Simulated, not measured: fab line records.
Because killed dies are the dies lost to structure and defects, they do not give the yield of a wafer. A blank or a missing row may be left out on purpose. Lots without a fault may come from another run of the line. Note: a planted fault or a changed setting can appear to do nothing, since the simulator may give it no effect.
Struck lot and sound lot, side by side -- flow nand harc -- 17 out of 1302 route steps
Sound: the wafers L224.4, L224.5, L224.6. Struck: wafers L230.2, L230.5, L230.6. The cause is named last.
For every step that has rows: the tool of each side, followed by ch and its chambers, followed by its first start. Under that, the readings that differ: sound wafers -- struck wafers -- difference of the means -- sigmas: that difference in standard deviations of wafers without a fault.
alike: readings whose means differ by less than 2 such deviations, and words and numbers that are the same on both sides. not compared: withheld readings, readings that some wafer has no value for, bounds like >300 that may hide the same value, and numbers for which the record gives no deviation and whose values overlap.
The two part at a step that has a row with sigmas, a row that says differs or no value, or rows on one side only. Numbers that don't overlap but have no deviation are shown without sigmas and don't part them. A reading missing from all wafers of one side parts the sides only when that side holds two or more wafers.

NHARC_A_SGD_CUT_CD_MEAS_09: the cd target is 100 nm.
  sound on cd sem-01 ch 0, day 20 19:19; struck on cd sem-01 ch 0, day 23 23:57
  alike: cd nm
NHARC_A_SGD_CUT_OVL_MEAS_10:
  sound on overlay-02 at day 20 19:24; struck on overlay-02 at day 24 00:02
  alike: overlay x nm, overlay y nm
NHARC_A_SGD_CUT_INSPECT_11:
  sound on defect inspect-02 at day 20 19:26; struck on defect inspect-01 at day 24 00:04
  alike: raw defect count
NHARC_A_SGD_CUT_DESCUM_14: chemistry O2, time 3 s.
  sound on rie diel-03 ch 1,2,3, day 20 19:32; struck on rie diel-03 ch 0,3, day 24 00:09
  alike: drypump motor current A, oes product au, rf vpp V, showerhead plenum p Torr, throttle valve pct
  not compared: rf hours counter h
NHARC_A_SGD_CUT_ETCH_58: etches the open film in CF4, target depth 39 nm, time 65 s.
  sound on rie diel-03 ch 1,2,3, day 20 19:37; struck on rie diel-03 ch 1,3, day 24 00:16
  alike: cf4 flow sccm, drypump motor current A, oes product au, rf fwd power W, rf vpp V, showerhead plenum p Torr, throttle valve pct
  not compared: rf hours counter h
NHARC_A_SGD_CUT_ETCH_59: etches the open film in N2/H2, target depth 260 nm, time 406.25 s.
  sound: rie diel-03 ch 1,2,3; struck: rie diel-03 ch 0,1,3
  alike: drypump motor current A, oes product au, rf fwd power W, rf vpp V, showerhead plenum p Torr, throttle valve pct
  not compared: rf hours counter h
NHARC_A_SGD_CUT_ETCH_15: etches the open film in CH3F/O2, target depth 75 nm, time 64.3 s.
  sound: rie diel-03 ch 1,2,3; struck: rie diel-03 ch 0,3
  alike: drypump motor current A, oes product au, rf fwd power W, rf vpp V, showerhead plenum p Torr, throttle valve pct
  not compared: rf hours counter h
NHARC_A_SGD_CUT_ETCH_16: etches the open film in C4F8/O2/Ar, target depth 310.5 nm, time 155.2 s.
  sound: rie diel-03 ch 1,2,3; struck: rie diel-03 ch 0,1,3
  alike: oes product au, rf fwd power W, rf vpp V
  not compared: rf hours counter h
then, 4 steps without rows for these wafers: NHARC_A_SGD_CUT_STRIP_60 (strips in C4F8/O2/Ar); NHARC_A_SGD_CUT_STRIP_17 (strips in O2); NHARC_A_SGD_CUT_PRECLEAN_18 (cleans in SC1); NHARC_A_SGD_CUT_SRD_19.
NHARC_A_SGD_CUT_DEP_20: deposits SiO2, target thk 150 nm.
  sound on fcvd-01 ch 0,1, day 20 20:52; struck on fcvd-02 ch 0,1, day 24 01:28
then, 1 step without rows for these wafers: NHARC_A_SGD_CUT_ANNEAL_27 (time 1800 s).
NHARC_A_SGD_CUT_CMP_21: polishes, target thk 148.19 nm.
  sound on cmp-04 ch 1,2,3, day 21 00:55; struck on cmp-02 ch 0,1,3, day 24 05:56
reading,sound,struck,difference,sigmas
time to endpoint s (s),52.6 52.9 55.4,37.7 34.5 32.3,-18.8,-7
  alike: motor current A
NHARC_A_SGD_CUT_THK_MEAS_22: measures by ellipsometry.
  sound on film metro-01 at day 21 01:07; struck on film metro-02 at day 24 06:17
reading,sound,struck,difference,sigmas
thk nm (nm),148.1 146.5 148.3,104.6 99.8 101.3,-45.7,-33
  not compared: hold
-- jump in the record: it breaks off in module A_SGD_CUT and resumes in module END (first step shown: number 1302 of the route), and 5 days separate the struck wafers' starts before and after --
NHARC_END_SORT_01:
  the record has rows for the struck wafers here (prober-01 ch 0, day 29 14:46) and none for the sound ones

WHERE THEY PART
At NHARC_A_SGD_CUT_CMP_21 first; at NHARC_END_SORT_01 last (within this record only).

WHY: what had been put in by the simulator
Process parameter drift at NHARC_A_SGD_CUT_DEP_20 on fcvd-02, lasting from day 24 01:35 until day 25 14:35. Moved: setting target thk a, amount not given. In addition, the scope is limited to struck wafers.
